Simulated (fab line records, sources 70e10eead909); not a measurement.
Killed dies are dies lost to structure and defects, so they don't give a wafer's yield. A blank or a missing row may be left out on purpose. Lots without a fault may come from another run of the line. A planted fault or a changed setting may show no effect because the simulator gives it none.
Which tool did it? | flow nand_harc | 12 lots, 36 wafers sampled, at 1 step of a route of 1302

WHAT THE GAUGES READ, wafer by wafer
NHARC_P_M0_THK_MEAS_24: measures by xrf.
lot  | measured     | on            | thk_nm (nm)
L075 | day 6 14:27  | film_metro-01 | 118.5 114.1 116.7
L077 | day 7 06:28  | film_metro-02 | 114.1 116.4 112.2
L079 | day 8 12:50  | film_metro-02 | 117.8 117.1 117.1
L081 | day 9 09:41  | film_metro-02 | 119.3 115.8 118.7
L083 | day 10 02:47 | film_metro-02 | 117.4 119.5 119.9
L085 | day 10 12:24 | film_metro-01 | 118.8 118.3 116.7
L087 | day 11 15:53 | film_metro-01 | 120.7 119.0 117.3
L089 | day 12 04:29 | film_metro-01 | 116.8 117.0 118.9
L091 | day 13 07:07 | film_metro-02 | 117.6 117.9 117.2
L093 | day 13 23:40 | film_metro-01 | 120.4 119.6 118.1
L095 | day 15 06:25 | film_metro-02 | 117.4 117.1 115.7
L097 | day 15 23:57 | film_metro-02 | 120.2 121.1 119.0

WHICH TOOL RAN EACH LOT (tool, then ch and the chambers of the sampled wafers, then the start)
The record holds no process step before these readings.

THE ANSWER, worked out from the rows above alone
Rule: what is usual is taken from the lots themselves. Put in order of their means at a reading, lots are off if they are a third of the lots or fewer, leave a main group of 4 or more, and stand apart from it by a gap of 3 or more times the standard deviation of the main group's means; of several such gaps the widest counts. A main group whose means are all the same, to the digits that the tables above print for the reading, isn't used. A lot without any number at a reading at which 4 lots or more have one is off too. The other lots that the step has rows for count as sound.
No lot is off at any reading shown: from this, nothing can be told.

WHAT THE SIMULATOR HAD PUT IN
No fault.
